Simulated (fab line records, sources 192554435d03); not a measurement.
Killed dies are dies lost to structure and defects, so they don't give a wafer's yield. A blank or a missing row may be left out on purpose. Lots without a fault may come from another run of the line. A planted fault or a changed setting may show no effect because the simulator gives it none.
Split-lot experiment | flow n5_finfet | 7 lots, 21 wafers read, on a route of 1938 steps

THE SPLIT
At N5_GATE_CUT_ETCH_37 (etches SOC in N2/H2, target depth 60 nm, overetch 12 nm, time 90 s), the setting bias_w was moved away from the recipe's 150 W on 9 of the 21 wafers read, by -12.9% to +17.2%. The other wafers ran this setting at the recipe's value.

The reading is taken at the split's own step.

THE READING
rf_vpp_V, in V, at N5_GATE_CUT_ETCH_37 (etches SOC in N2/H2, target depth 60 nm, overetch 12 nm, time 90 s). Fault-free wafers of this fab line usually give 524.0 V, standard deviation 2.1 V.

wafer  | tool, chamber at the split | bias_w as run, W | against the recipe | rf_vpp_V, V | against lot-mates on the recipe
L078.2 | rie_diel-04, 0             | 157.3            | +4.9%              | 537.4       | +12.7
L078.5 | rie_diel-04, 2             | 150              | recipe             | 525.7       | -
L078.6 | rie_diel-04, 1             | 150              | recipe             | 523.7       | -
L080.2 | rie_diel-05, 3             | 163.7            | +9.1%              | 556.7       | no lot-mate on the recipe
L080.4 | rie_diel-05, 2             | 163.7            | +9.1%              | 553.1       | no lot-mate on the recipe
L080.5 | rie_diel-05, 0             | 163.7            | +9.1%              | 553.9       | no lot-mate on the recipe
L081.1 | rie_diel-05, 1             | 150              | recipe             | 523.1       | -
L081.3 | rie_diel-05, 2             | 130.7            | -12.9%             | 481.0       | -44.2
L081.4 | rie_diel-05, 3             | 150              | recipe             | 527.3       | -
L082.1 | rie_diel-04, 1             | 158.4            | +5.6%              | 545.0       | +19.5
L082.3 | rie_diel-04, 2             | 150              | recipe             | 525.5       | -
L082.4 | rie_diel-04, 3             | 150              | recipe             | 525.4       | -
L084.1 | rie_diel-02, 3             | 150              | recipe             | 522.8       | -
L084.2 | rie_diel-02, 1             | 150              | recipe             | 520.1       | -
L084.5 | rie_diel-02, 1             | 157.7            | +5.1%              | 535.2       | +13.8
L093.3 | rie_diel-04, 3             | 175.8            | +17.2%             | 582.0       | +57.5
L093.4 | rie_diel-04, 1             | 175.8            | +17.2%             | 580.5       | +56.0
L093.5 | rie_diel-04, 2             | 150              | recipe             | 524.5       | -
L094.2 | rie_diel-04, 3             | 150              | recipe             | 524.2       | -
L094.3 | rie_diel-04, 0             | 150              | recipe             | 520.7       | -
L094.4 | rie_diel-04, 2             | 150              | recipe             | 525.7       | -

THE FIT
A straight line over all 21 wafers: rf_vpp_V changes by +3.32 V for each +1% of bias_w; r = +0.99; the points scatter about the line by 2.3 V.
The same after taking each lot's own level away (the mean of its wafers on the recipe; 18 wafers): +3.31 V for each +1%; r = +1.00; scatter 1.8 V.
On that fit, the largest move of bias_w shifts the reading by 57 V.
The lots' own levels span 521.45 to 525.45 V, that is 1.9 times the standard deviation above.
So the lot-to-lot level changes the slope little: the two slopes agree.
Check: with one of the wafers moved furthest among these (+17.2%) left out of the fit, the line predicts +56 V for it against its lot-mates. It came out at +57.5 V against them.
Tool readings at the split's step, against how far the setting was moved: rf_vpp_V r = +0.99.

OTHER SPLITS ON THESE WAFERS
These wafers also went through other splits before the reading. Each is held against what the fit with the lots' levels taken away leaves over:
other split on the same wafers   | wafers away from the commonest value | r with rf_vpp_V (lot level and that fit taken away)
N5_SDB_EXPOSE_08 dose_mj         | 8                                    | -0.24
N5_HKMG_FIN_HK_ALD_01 ald_cycles | 2                                    | -0.10
N5_HKMG_FIN_COAT_43 spin_rpm     | 9                                    | -0.08

THE WHOLE CHAIN: every reading that the file lists as answering this split, in the file's order
step                | what it does                                                       | reading                                                                           | change (the file's fit)                | r (the file's)
N5_GATE_CUT_ETCH_37 | etches SOC in N2/H2, target depth 60 nm, overetch 12 nm, time 90 s | rf_vpp_V                                                                          | +3.29 V for each +1% of the setting    | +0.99
N5_GATE_CUT_ETCH_37 | etches SOC in N2/H2, target depth 60 nm, overetch 12 nm, time 90 s | SiARC_of_GATE_CUT_COAT_35.thk_nm (the simulator's own value, which no gauge read) | -0.0455 nm for each +1% of the setting | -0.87

THE FILE'S OWN FIT
rf_vpp_V changes by +3.29 V for each +1% of bias_w, r = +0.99.
